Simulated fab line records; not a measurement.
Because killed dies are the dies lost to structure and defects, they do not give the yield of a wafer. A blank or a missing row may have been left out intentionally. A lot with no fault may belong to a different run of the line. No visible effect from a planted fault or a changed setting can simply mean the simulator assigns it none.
One fault seen from 2 desks | flow n5-finfet | only its own numbers are on each desk; what lay behind them is given at the end

== DESK OF THE TOOL OWNER: pvd-sputter-01 ==
Per lot that ran on this tool, the mean of the sampled wafers carrying a number, from the tool's own readings at N5_BEOL_M2_PRE_CLEAN_45 (time 30 s). The brackets show how far a lot's mean lies from the usual mean; more than 4 standard deviations puts the lot out of limits, marked OUT.
Columns: A = heater-power-w at N5_BEOL_M2_PRE_CLEAN_45, usual 323 W
lot  | first seen here | A
L366 | day 9 04:08     | 304
L370 | day 9 15:23     | 305
L372 | day 10 00:50    | 305
L375 | day 10 12:59    | 309
This desk's verdict: no lot among the 4 shows anything out of limits.

== THE METROLOGY DESK ==
Lot by lot, what the gauges showed, no matter which tool ran the lot: averages of those sampled wafers that carry a number. The brackets show how far a lot's mean lies from the usual mean; more than 4 standard deviations puts the lot out of limits, marked OUT.
Columns: A = cd-nm at N5_PASSIVATION_CD_MEAS_30, usual 3999.4 nm
lot  | first seen here | A
L360 | day 12 00:48    | 3998.0
L365 | day 13 08:55    | 4001.5
L364 | day 13 09:15    | 3999.4
L366 | day 14 10:37    | 3999.2
L368 | day 14 15:05    | 3999.0
L370 | day 15 00:58    | 3998.3
L369 | day 15 10:35    | 4000.5
L372 | day 15 13:29    | 3998.9
L375 | day 16 00:07    | 4001.6
L382 | day 18 10:44    | 3999.0
L383 | day 18 11:19    | 3999.6
This desk's verdict: no lot among the 11 shows anything out of limits.

== PUT TOGETHER ==
Nothing out of limits was seen by the tool owner's desk.
Nothing out of limits was seen by the metrology desk.

== WHAT THE SIMULATOR HAD PUT IN ==
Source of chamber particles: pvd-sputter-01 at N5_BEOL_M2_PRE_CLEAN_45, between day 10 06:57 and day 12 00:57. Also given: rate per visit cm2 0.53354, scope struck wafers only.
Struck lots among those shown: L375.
